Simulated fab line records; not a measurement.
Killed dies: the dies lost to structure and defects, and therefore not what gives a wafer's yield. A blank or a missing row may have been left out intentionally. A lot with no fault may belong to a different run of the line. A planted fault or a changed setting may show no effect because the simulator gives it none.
Chamber matching / flow n5-finfet / 4 sister chambers for N5_BEOL_M3_STRIP_66 on rie-diel-06
The step strips in CF4. 20 wafers are shown with their chamber, then 10 later ones without.

EACH WAFER AND ITS CHAMBER
wafer=L075.3; chamber=2; drypump-motor-current-A (A)=5.7; showerhead-plenum-p-Torr (Torr)=1.73; throttle-valve-pct (%)=13.70
wafer=L075.4; chamber=3; drypump-motor-current-A (A)=5.9; showerhead-plenum-p-Torr (Torr)=1.73; throttle-valve-pct (%)=13.68
wafer=L075.5; chamber=2; drypump-motor-current-A (A)=5.7; showerhead-plenum-p-Torr (Torr)=1.73; throttle-valve-pct (%)=13.69
wafer=L077.1; chamber=2; drypump-motor-current-A (A)=5.6; showerhead-plenum-p-Torr (Torr)=1.73; throttle-valve-pct (%)=13.72
wafer=L077.2; chamber=1; drypump-motor-current-A (A)=6.5; showerhead-plenum-p-Torr (Torr)=1.79; throttle-valve-pct (%)=13.73
wafer=L077.6; chamber=3; drypump-motor-current-A (A)=5.9; showerhead-plenum-p-Torr (Torr)=1.73; throttle-valve-pct (%)=13.72
wafer=L080.2; chamber=2; drypump-motor-current-A (A)=5.7; showerhead-plenum-p-Torr (Torr)=1.73; throttle-valve-pct (%)=13.71
wafer=L080.3; chamber=1; drypump-motor-current-A (A)=6.5; showerhead-plenum-p-Torr (Torr)=1.79; throttle-valve-pct (%)=13.73
wafer=L080.4; chamber=3; drypump-motor-current-A (A)=5.9; showerhead-plenum-p-Torr (Torr)=1.72; throttle-valve-pct (%)=13.71
wafer=L084.1; chamber=2; drypump-motor-current-A (A)=5.7; showerhead-plenum-p-Torr (Torr)=1.73; throttle-valve-pct (%)=13.72
wafer=L084.3; chamber=1; drypump-motor-current-A (A)=6.5; showerhead-plenum-p-Torr (Torr)=1.79; throttle-valve-pct (%)=13.76
wafer=L084.5; chamber=3; drypump-motor-current-A (A)=6.0; showerhead-plenum-p-Torr (Torr)=1.72; throttle-valve-pct (%)=13.72
wafer=L089.1; chamber=3; drypump-motor-current-A (A)=5.9; showerhead-plenum-p-Torr (Torr)=1.72; throttle-valve-pct (%)=13.76
wafer=L089.4; chamber=2; drypump-motor-current-A (A)=5.7; showerhead-plenum-p-Torr (Torr)=1.72; throttle-valve-pct (%)=13.77
wafer=L089.6; chamber=2; drypump-motor-current-A (A)=5.7; showerhead-plenum-p-Torr (Torr)=1.72; throttle-valve-pct (%)=13.75
wafer=L090.1; chamber=3; drypump-motor-current-A (A)=5.9; showerhead-plenum-p-Torr (Torr)=1.72; throttle-valve-pct (%)=13.75
wafer=L090.3; chamber=0; drypump-motor-current-A (A)=5.7; showerhead-plenum-p-Torr (Torr)=1.71; throttle-valve-pct (%)=13.88
wafer=L090.4; chamber=1; drypump-motor-current-A (A)=6.5; showerhead-plenum-p-Torr (Torr)=1.79; throttle-valve-pct (%)=13.79
wafer=L092.2; chamber=3; drypump-motor-current-A (A)=5.9; showerhead-plenum-p-Torr (Torr)=1.72; throttle-valve-pct (%)=13.77
wafer=L092.3; chamber=1; drypump-motor-current-A (A)=6.5; showerhead-plenum-p-Torr (Torr)=1.78; throttle-valve-pct (%)=13.79

SIGNATURES (means of the wafers above)
reading=drypump-motor-current-A; chamber 0=5.700; chamber 1=6.500; chamber 2=5.686; chamber 3=5.914; scatter within a chamber=0.0327
reading=showerhead-plenum-p-Torr; chamber 0=1.7100; chamber 1=1.7880; chamber 2=1.7271; chamber 3=1.7229; scatter within a chamber=0.00478
reading=throttle-valve-pct; chamber 0=13.8800; chamber 1=13.7600; chamber 2=13.7229; chamber 3=13.7300; scatter within a chamber=0.0299
Rule: for a wafer and a chamber, the distance is found by dividing, reading by reading, the gap between the wafer's reading and the chamber's mean by the reading's scatter, squaring, summing and taking the root. The wafer belongs to the nearest chamber; if the next one is less than 2 further off, it can't be placed. The scatter: take each reading less its chamber's mean, square it, sum over the shown wafers, divide by the number of wafers less the number of chambers, and take the root.

WAFERS WITHOUT THEIR CHAMBER
wafer=L092.6; drypump-motor-current-A (A)=5.7; showerhead-plenum-p-Torr (Torr)=1.71; throttle-valve-pct (%)=13.88
wafer=L094.1; drypump-motor-current-A (A)=5.9; showerhead-plenum-p-Torr (Torr)=1.72; throttle-valve-pct (%)=13.78
wafer=L094.3; drypump-motor-current-A (A)=5.7; showerhead-plenum-p-Torr (Torr)=1.72; throttle-valve-pct (%)=13.78
wafer=L094.4; drypump-motor-current-A (A)=6.5; showerhead-plenum-p-Torr (Torr)=1.78; throttle-valve-pct (%)=13.80
wafer=L095.1; drypump-motor-current-A (A)=6.5; showerhead-plenum-p-Torr (Torr)=1.78; throttle-valve-pct (%)=13.79
wafer=L095.4; drypump-motor-current-A (A)=5.7; showerhead-plenum-p-Torr (Torr)=1.71; throttle-valve-pct (%)=13.89
wafer=L095.5; drypump-motor-current-A (A)=6.5; showerhead-plenum-p-Torr (Torr)=1.78; throttle-valve-pct (%)=13.80
wafer=L096.3; drypump-motor-current-A (A)=5.7; showerhead-plenum-p-Torr (Torr)=1.71; throttle-valve-pct (%)=13.91
wafer=L096.5; drypump-motor-current-A (A)=5.7; showerhead-plenum-p-Torr (Torr)=1.71; throttle-valve-pct (%)=13.90
wafer=L096.6; drypump-motor-current-A (A)=6.5; showerhead-plenum-p-Torr (Torr)=1.78; throttle-valve-pct (%)=13.82

CHAMBER TAKEN BY EACH
wafer=L092.6; from the rows above=0; in truth=0
wafer=L094.1; from the rows above=3; in truth=3
wafer=L094.3; from the rows above=can't be placed: 2 or 0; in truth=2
wafer=L094.4; from the rows above=1; in truth=1
wafer=L095.1; from the rows above=1; in truth=1
wafer=L095.4; from the rows above=0; in truth=0
wafer=L095.5; from the rows above=1; in truth=1
wafer=L096.3; from the rows above=0; in truth=0
wafer=L096.5; from the rows above=0; in truth=0
wafer=L096.6; from the rows above=1; in truth=1
Placed correctly: 9 of 10. These rows do not allow placing 1 (true chamber among the candidates in 1). Number placed wrongly: 0.
